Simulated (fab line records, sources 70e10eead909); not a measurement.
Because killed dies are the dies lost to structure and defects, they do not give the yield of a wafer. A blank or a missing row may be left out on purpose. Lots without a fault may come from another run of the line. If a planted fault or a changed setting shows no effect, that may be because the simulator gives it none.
What tool caused it? ; flow nand_harc ; 6 lots with 18 wafers sampled at 4 steps, on a route of 1302 steps

## WHAT THE GAUGES READ, wafer by wafer
NHARC_A_DECK1_JOINT_THK_MEAS_17: measures by ellipsometry.
lot;measured;on;thk_nm (nm)
L436;day 12 20:19;film_metro-02;44.1 45.1 47.3
L442;day 14 18:09;film_metro-01;44.1 43.6 45.2
L443;day 15 20:05;film_metro-02;44.7 46.0 43.3
L447;day 17 13:05;film_metro-01;45.0 45.6 45.4
L450;day 18 13:32;film_metro-01;31.8 44.4 46.3
L452;day 19 03:13;film_metro-02;28.9 46.3 47.0

## WHAT TOOL EACH LOT RAN ON (gives the tool, then ch and the chambers of the sampled wafers, and finally the start)
lot;NHARC_A_CHANNEL_HOLE_D1_XSEM_31;NHARC_A_DECK1_JOINT_ETCHBACK_07;NHARC_A_DECK1_JOINT_DEP_16
L436;xsem-02 ch 0, day 9 07:29;rie_si-02 ch 0,1,2, day 11 08:19;pecvd-04 ch 0,2, day 12 20:02
L442;xsem-02 ch 0, day 11 08:33;rie_si-06 ch 0,1,2, day 13 08:45;pecvd-03 ch 0,1,2, day 14 17:53
L443;xsem-01 ch 0, day 12 07:23;rie_si-06 ch 0,3, day 14 10:05;pecvd-03 ch 0,1,2, day 15 19:52
L447;xsem-01 ch 0, day 14 03:21;rie_si-02 ch 0,3, day 16 03:26;pecvd-04 ch 0,1,2, day 17 12:49
L450;xsem-01 ch 0, day 15 07:06;rie_si-01 ch 0,1,3, day 17 05:35;pecvd-03 ch 0,1, day 18 13:17
L452;xsem-02 ch 0, day 15 20:19;rie_si-06 ch 1,2,3, day 17 21:07;pecvd-03 ch 1,2, day 19 02:56
- NHARC_A_CHANNEL_HOLE_D1_XSEM_31
- NHARC_A_DECK1_JOINT_ETCHBACK_07: etches the open film in HBr, target depth 105 nm, time 26.9 s.
- NHARC_A_DECK1_JOINT_DEP_16: deposits SiO2, target thk 45 nm.

## THE ANSWER, worked out from the rows above alone
Rule: usual is defined by the lots themselves. The widest of any qualifying gaps counts: lots, ordered by their means at a reading, are off when they make up no more than a third of the lots, leave a main group of 4 or more, and stand apart from it by 3 or more times the standard deviation of that group's means. Not used: any main group whose means are identical at the precision the tables above print for the reading. A lot without any number at a reading at which 4 lots or more have one is off too. All remaining lots with rows at the step are treated as sound.
Off, at NHARC_A_DECK1_JOINT_THK_MEAS_17 on thk_nm: L450, L452. Mean 45.0 nm and standard deviation 0.49 in the main group.
A tool fits if, at a process step before that reading, it ran every lot that is off, and no sound lot after the first of them. Gauges at NHARC_A_DECK1_JOINT_THK_MEAS_17: tried the same way as those tools. One fits: pecvd-03 at NHARC_A_DECK1_JOINT_DEP_16. Its last sound lot is L443 (day 15 19:52), its first lot that is off L450 (day 18 13:17): a fault that began between those two fits.

## WHAT THE SIMULATOR PUT IN
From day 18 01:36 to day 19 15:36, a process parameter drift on pecvd-03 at NHARC_A_DECK1_JOINT_DEP_16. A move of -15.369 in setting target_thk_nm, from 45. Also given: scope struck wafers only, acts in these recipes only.
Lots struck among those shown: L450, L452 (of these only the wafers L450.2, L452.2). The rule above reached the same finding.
